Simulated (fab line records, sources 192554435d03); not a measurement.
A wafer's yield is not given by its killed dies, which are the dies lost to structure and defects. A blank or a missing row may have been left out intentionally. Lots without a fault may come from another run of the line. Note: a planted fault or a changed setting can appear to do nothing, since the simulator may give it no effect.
Which of the tools did it? :: flow n5_finfet :: 10 lots with 30 wafers sampled at 5 steps, on a route of 1938 steps

## WHAT EACH GAUGE READ, for each wafer
Not one reading of a measure or inspect step in the record can be checked against a usual standard deviation.

## WHAT TOOL EACH LOT RAN ON (gives the tool, then ch and the chambers of the sampled wafers, and finally the start)
lot: L476
N5_BEOL_M6_PECVD_70: pecvd-03 ch 0,1, day 10 05:02
N5_BEOL_M6_SPUTTER_48: pvd_sputter-01, day 10 11:01
N5_BEOL_M6_CMP_52: cmp-02 ch 0,1,3, day 10 11:31
N5_BEOL_M7_ILD_DEP_00: pecvd-04 ch 0,1,2, day 10 12:00
N5_BEOL_M7_CURE_74: uv_cure-03 ch 2, day 10 12:04

lot: L477
N5_BEOL_M6_PECVD_70: pecvd-01 ch 0,1,2, day 10 15:56
N5_BEOL_M6_SPUTTER_48: pvd_sputter-03, day 10 22:01
N5_BEOL_M6_CMP_52: cmp-02 ch 2,3, day 10 22:34
N5_BEOL_M7_ILD_DEP_00: pecvd-04 ch 0,1, day 10 23:02
N5_BEOL_M7_CURE_74: uv_cure-01 ch 1, day 10 23:11

lot: L478
N5_BEOL_M6_PECVD_70: pecvd-01 ch 0,1,2, day 11 00:55
N5_BEOL_M6_SPUTTER_48: pvd_sputter-01, day 11 11:37
N5_BEOL_M6_CMP_52: cmp-02 ch 1,2,3, day 11 12:11
N5_BEOL_M7_ILD_DEP_00: pecvd-04 ch 0,1, day 11 12:37
N5_BEOL_M7_CURE_74: uv_cure-02 ch 0, day 11 12:40

lot: L479
N5_BEOL_M6_PECVD_70: pecvd-01 ch 0,1, day 11 06:40
N5_BEOL_M6_SPUTTER_48: pvd_sputter-02, day 11 13:59
N5_BEOL_M6_CMP_52: cmp-01 ch 0,1,3, day 11 14:32
N5_BEOL_M7_ILD_DEP_00: pecvd-01 ch 0,2, day 11 14:59
N5_BEOL_M7_CURE_74: uv_cure-01 ch 0, day 11 15:04

lot: L481
N5_BEOL_M6_PECVD_70: pecvd-01 ch 0,2, day 11 15:11
N5_BEOL_M6_SPUTTER_48: pvd_sputter-02, day 11 21:28
N5_BEOL_M6_CMP_52: cmp-03 ch 0,1, day 11 22:01
N5_BEOL_M7_ILD_DEP_00: pecvd-01 ch 0,2, day 11 22:29
N5_BEOL_M7_CURE_74: uv_cure-03 ch 1, day 11 22:43

lot: L483
N5_BEOL_M6_PECVD_70: pecvd-03 ch 1,2, day 11 23:58
N5_BEOL_M6_SPUTTER_48: pvd_sputter-03, day 12 06:11
N5_BEOL_M6_CMP_52: cmp-02 ch 0,1, day 12 06:44
N5_BEOL_M7_ILD_DEP_00: pecvd-02 ch 0,1, day 12 07:19
N5_BEOL_M7_CURE_74: uv_cure-03 ch 2, day 12 07:32

lot: L486
N5_BEOL_M6_PECVD_70: pecvd-01 ch 0, day 12 06:45
N5_BEOL_M6_SPUTTER_48: pvd_sputter-03, day 12 14:37
N5_BEOL_M6_CMP_52: cmp-01 ch 0,2, day 12 15:09
N5_BEOL_M7_ILD_DEP_00: pecvd-04 ch 1,2, day 12 15:37
N5_BEOL_M7_CURE_74: uv_cure-02 ch 1, day 12 15:45

lot: L485
N5_BEOL_M6_PECVD_70: pecvd-01 ch 0,2, day 12 12:47
N5_BEOL_M6_SPUTTER_48: pvd_sputter-02, day 12 17:42
N5_BEOL_M6_CMP_52: cmp-01 ch 1,2,3, day 12 18:17
N5_BEOL_M7_ILD_DEP_00: pecvd-04 ch 0,1,2, day 12 18:41
N5_BEOL_M7_CURE_74: uv_cure-03 ch 1, day 12 18:50

lot: L493
N5_BEOL_M6_PECVD_70: pecvd-03 ch 0,1,2, day 14 17:20
N5_BEOL_M6_SPUTTER_48: pvd_sputter-03, day 15 02:28
N5_BEOL_M6_CMP_52: cmp-01 ch 1,2,3, day 15 03:19
N5_BEOL_M7_ILD_DEP_00: pecvd-02 ch 0,1,2, day 15 03:46
N5_BEOL_M7_CURE_74: uv_cure-03 ch 0, day 15 03:50

lot: L494
N5_BEOL_M6_PECVD_70: pecvd-03 ch 0,1, day 14 21:49
N5_BEOL_M6_SPUTTER_48: pvd_sputter-01, day 15 06:08
N5_BEOL_M6_CMP_52: cmp-02 ch 0,3, day 15 06:40
N5_BEOL_M7_ILD_DEP_00: pecvd-01 ch 0,1,2, day 15 07:09
N5_BEOL_M7_CURE_74: uv_cure-03 ch 2, day 15 07:22
- N5_BEOL_M6_PECVD_70: deposits SiO2 from TEOS/O2, target thk 20 nm, time 22.7 s.
- N5_BEOL_M6_SPUTTER_48: material Cu, target thk 10 nm, time 1.667 s.
- N5_BEOL_M6_CMP_52: polishes, stops on SiCOH lowk, t overpolish 6.9 s, target thk 80 nm.
- N5_BEOL_M7_ILD_DEP_00: deposits SiCOH lowk from DEMS/porogen, target thk 179.75 nm, time 33.4 s.
- N5_BEOL_M7_CURE_74: cures SiCOH lowk, time 240 s.

## WHAT THE TOOLS THEMSELVES READ (means of the sampled wafers that have a number; where no wafer has one, the mark that the record gives instead)
N5_BEOL_M6_PECVD_70.
lot: L476
tool: pecvd-03
heater_power_w (W): 578
showerhead_plenum_p_Torr (Torr): 8.79
throttle_valve_pct (%): 22.0

lot: L477
tool: pecvd-01
heater_power_w (W): 811
showerhead_plenum_p_Torr (Torr): 8.79
throttle_valve_pct (%): 22.2

lot: L478
tool: pecvd-01
heater_power_w (W): 795
showerhead_plenum_p_Torr (Torr): 8.78
throttle_valve_pct (%): 22.1

lot: L479
tool: pecvd-01
heater_power_w (W): 728
showerhead_plenum_p_Torr (Torr): 8.74
throttle_valve_pct (%): 22.0

lot: L481
tool: pecvd-01
heater_power_w (W): 665
showerhead_plenum_p_Torr (Torr): 8.83
throttle_valve_pct (%): 21.7

lot: L483
tool: pecvd-03
heater_power_w (W): 717
showerhead_plenum_p_Torr (Torr): 8.73
throttle_valve_pct (%): 22.2

lot: L486
tool: pecvd-01
heater_power_w (W): 744
showerhead_plenum_p_Torr (Torr): 8.76
throttle_valve_pct (%): 21.8

lot: L485
tool: pecvd-01
heater_power_w (W): 660
showerhead_plenum_p_Torr (Torr): 8.79
throttle_valve_pct (%): 21.9

lot: L493
tool: pecvd-03
heater_power_w (W): 635
showerhead_plenum_p_Torr (Torr): 8.76
throttle_valve_pct (%): 21.8

lot: L494
tool: pecvd-03
heater_power_w (W): 615
showerhead_plenum_p_Torr (Torr): 8.79
throttle_valve_pct (%): 21.9

N5_BEOL_M6_SPUTTER_48.
lot: L476
tool: pvd_sputter-01
throttle_valve_pct (%): 29.9

lot: L477
tool: pvd_sputter-03
throttle_valve_pct (%): 30.6

lot: L478
tool: pvd_sputter-01
throttle_valve_pct (%): 29.4

lot: L479
tool: pvd_sputter-02
throttle_valve_pct (%): 30.9

lot: L481
tool: pvd_sputter-02
throttle_valve_pct (%): 31.1

lot: L483
tool: pvd_sputter-03
throttle_valve_pct (%): 29.0

lot: L486
tool: pvd_sputter-03
throttle_valve_pct (%): 29.2

lot: L485
tool: pvd_sputter-02
throttle_valve_pct (%): 30.1

lot: L493
tool: pvd_sputter-03
throttle_valve_pct (%): 29.2

lot: L494
tool: pvd_sputter-01
throttle_valve_pct (%): 29.7

N5_BEOL_M6_CMP_52.
lot: L476
tool: cmp-02
barrier_field_endpoint_s (s): 29.2
edge_zone_pressure_frac: 1.000
head_pressure_psi (psi): 0.9991
motor_current_A (A): 6.0
pad_life_wafers: 1723

lot: L477
tool: cmp-02
barrier_field_endpoint_s (s): 28.1
edge_zone_pressure_frac: 1.003
head_pressure_psi (psi): 0.9997
motor_current_A (A): 5.5
pad_life_wafers: 1808

lot: L478
tool: cmp-02
barrier_field_endpoint_s (s): 28.3
edge_zone_pressure_frac: 1.002
head_pressure_psi (psi): 1.0005
motor_current_A (A): 6.0
pad_life_wafers: 1910

lot: L479
tool: cmp-01
barrier_field_endpoint_s (s): 29.4
edge_zone_pressure_frac: 0.997
head_pressure_psi (psi): 1.0011
motor_current_A (A): 5.3
pad_life_wafers: 494

lot: L481
tool: cmp-03
barrier_field_endpoint_s (s): 30.1
edge_zone_pressure_frac: 1.000
head_pressure_psi (psi): 1.0007
motor_current_A (A): 5.5
pad_life_wafers: 1657

lot: L483
tool: cmp-02
barrier_field_endpoint_s (s): 28.5
edge_zone_pressure_frac: 1.000
head_pressure_psi (psi): 1.0006
motor_current_A (A): 6.4
pad_life_wafers: 2006

lot: L486
tool: cmp-01
barrier_field_endpoint_s (s): 26.0
edge_zone_pressure_frac: 0.994
head_pressure_psi (psi): 1.0004
motor_current_A (A): 6.5
pad_life_wafers: 710

lot: L485
tool: cmp-01
barrier_field_endpoint_s (s): 25.1
edge_zone_pressure_frac: 1.001
head_pressure_psi (psi): 1.0023
motor_current_A (A): 5.3
pad_life_wafers: 734

lot: L493
tool: cmp-01
barrier_field_endpoint_s (s): 28.4
edge_zone_pressure_frac: 0.999
head_pressure_psi (psi): 0.9985
motor_current_A (A): 5.2
pad_life_wafers: 1298

lot: L494
tool: cmp-02
barrier_field_endpoint_s (s): 29.1
edge_zone_pressure_frac: 0.997
head_pressure_psi (psi): 0.9980
motor_current_A (A): 5.7
pad_life_wafers: 366

N5_BEOL_M7_ILD_DEP_00.
lot: L476
tool: pecvd-04
heater_power_w (W): 298
showerhead_plenum_p_Torr (Torr): 5.748
throttle_valve_pct (%): 14.1

lot: L477
tool: pecvd-04
heater_power_w (W): 331
showerhead_plenum_p_Torr (Torr): 5.744
throttle_valve_pct (%): 14.6

lot: L478
tool: pecvd-04
heater_power_w (W): 358
showerhead_plenum_p_Torr (Torr): 5.738
throttle_valve_pct (%): 14.5

lot: L479
tool: pecvd-01
heater_power_w (W): 329
showerhead_plenum_p_Torr (Torr): 5.761
throttle_valve_pct (%): 13.4

lot: L481
tool: pecvd-01
heater_power_w (W): 310
showerhead_plenum_p_Torr (Torr): 5.751
throttle_valve_pct (%): 13.5

lot: L483
tool: pecvd-02
heater_power_w (W): 247
showerhead_plenum_p_Torr (Torr): 5.733
throttle_valve_pct (%): 14.6

lot: L486
tool: pecvd-04
heater_power_w (W): 307
showerhead_plenum_p_Torr (Torr): 5.746
throttle_valve_pct (%): 14.3

lot: L485
tool: pecvd-04
heater_power_w (W): 298
showerhead_plenum_p_Torr (Torr): 5.736
throttle_valve_pct (%): 14.1

lot: L493
tool: pecvd-02
heater_power_w (W): 290
showerhead_plenum_p_Torr (Torr): 5.744
throttle_valve_pct (%): 14.2

lot: L494
tool: pecvd-01
heater_power_w (W): 334
showerhead_plenum_p_Torr (Torr): 5.724
throttle_valve_pct (%): 13.7

N5_BEOL_M7_CURE_74.
lot: L476
tool: uv_cure-03
lamp_power_pct (%): 52.34
wafer_temp_C_max: 386.2

lot: L477
tool: uv_cure-01
lamp_power_pct (%): 52.34
wafer_temp_C_max: 387.0

lot: L478
tool: uv_cure-02
lamp_power_pct (%): 52.31
wafer_temp_C_max: 385.9

lot: L479
tool: uv_cure-01
lamp_power_pct (%): 52.31
wafer_temp_C_max: 386.5

lot: L481
tool: uv_cure-03
lamp_power_pct (%): 52.26
wafer_temp_C_max: 385.7

lot: L483
tool: uv_cure-03
lamp_power_pct (%): 52.33
wafer_temp_C_max: 386.4

lot: L486
tool: uv_cure-02
lamp_power_pct (%): 52.31
wafer_temp_C_max: 388.1

lot: L485
tool: uv_cure-03
lamp_power_pct (%): 52.28
wafer_temp_C_max: 386.0

lot: L493
tool: uv_cure-03
lamp_power_pct (%): 52.33
wafer_temp_C_max: 386.7

lot: L494
tool: uv_cure-03
lamp_power_pct (%): 52.34
wafer_temp_C_max: 386.5

## THE ANSWER, worked out from the rows above alone
Rule: usual is defined by the lots themselves. The widest of any qualifying gaps counts: lots, ordered by their means at a reading, are off when they make up no more than a third of the lots, leave a main group of 4 or more, and stand apart from it by 3 or more times the standard deviation of that group's means. A main group is skipped when, at the precision printed for the reading in the tables above, its means are all equal. A lot without any number at a reading at which 4 lots or more have one is off too. Where the step has rows for the other lots, those lots are counted as sound. Order of review: gauges by route order, followed by the tools' own readings, for which a lot's mean as printed above is used. The first step at which some lot is off is used, and at that step the reading that is off furthest; a lot without a number counts as furthest.
Off at N5_BEOL_M6_CMP_52 (barrier_field_endpoint_s): L486, L485. Mean 28.9 s and standard deviation 0.64 in the main group.
If a tool, at that step or one of the process steps before it, ran each lot that is off and ran no sound lot following the first of them, it fits. One fits: N5_BEOL_M6_PECVD_70 on pecvd-01. A fault onset in the window from L481 (day 11 15:11, its last sound lot) to L486 (day 12 06:45, its first lot off) fits.

## WHAT THE SIMULATOR HAD PUT IN
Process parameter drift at N5_BEOL_M6_PECVD_70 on pecvd-01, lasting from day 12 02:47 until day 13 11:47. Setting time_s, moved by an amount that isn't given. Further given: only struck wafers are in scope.
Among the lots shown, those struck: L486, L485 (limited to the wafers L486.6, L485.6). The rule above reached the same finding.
